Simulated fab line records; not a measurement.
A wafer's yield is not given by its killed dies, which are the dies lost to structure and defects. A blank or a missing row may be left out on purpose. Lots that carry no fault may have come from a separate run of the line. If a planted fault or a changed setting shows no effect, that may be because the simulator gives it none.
Chamber matching :: flow n5Finfet :: pecvd-02 running N5_BEOL_M7_ILD_DEP_00: 3 sister chambers
The step deposits SiCOH lowk from DEMS/porogen, target thk 179.75 nm, time 33.4 s. 6 wafers are shown with their chamber, then 6 later ones without.

== WAFERS PAIRED WITH THEIR CHAMBERS ==
wafer: L224.5
chamber: 1
heaterPowerW (W): 261
throttleValvePct (%): 14.6

wafer: L228.4
chamber: 1
heaterPowerW (W): 238
throttleValvePct (%): 15.0

wafer: L227.1
chamber: 2
heaterPowerW (W): 342
throttleValvePct (%): 13.3

wafer: L232.6
chamber: 0
heaterPowerW (W): 333
throttleValvePct (%): 13.8

wafer: L236.1
chamber: 0
heaterPowerW (W): 363
throttleValvePct (%): 14.1

wafer: L236.4
chamber: 2
heaterPowerW (W): 344
throttleValvePct (%): 13.5

== WAFERS MISSING THEIR CHAMBER ==
wafer: L243.1
heaterPowerW (W): 324
throttleValvePct (%): 13.3

wafer: L243.5
heaterPowerW (W): 276
throttleValvePct (%): 14.9

wafer: L243.6
heaterPowerW (W): 314
throttleValvePct (%): 13.5

wafer: L244.3
heaterPowerW (W): 362
throttleValvePct (%): 14.2

wafer: L244.5
heaterPowerW (W): 268
throttleValvePct (%): 14.7

wafer: L244.6
heaterPowerW (W): 331
throttleValvePct (%): 13.4

== CHAMBER TAKEN BY EACH ==
wafer: L243.1
from the rows above: 2
in truth: 2

wafer: L243.5
from the rows above: 1
in truth: 1

wafer: L243.6
from the rows above: can't be placed: 2 or 0
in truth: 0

wafer: L244.3
from the rows above: 0
in truth: 0

wafer: L244.5
from the rows above: 1
in truth: 1

wafer: L244.6
from the rows above: can't be placed: 2 or 0
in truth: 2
Placed correctly: 4 of 6. Can't be placed from these rows: 2 (the true chamber is among the candidates in 2). Wrongly placed: 0.
How it was worked out, from the rows above alone: a wafer's distance from a chamber is the root of the sum, over the readings, of the square of ((its reading less the chamber's mean) divided by the reading's scatter). The wafer belongs to the nearest chamber; if the next one is less than 2 further off, it can't be placed. A chamber's mean is the mean of its shown wafers. The scatter is the square root of a quotient: the sum, over the shown wafers, of each reading's squared deviation from its chamber's mean, divided by wafers minus chambers.
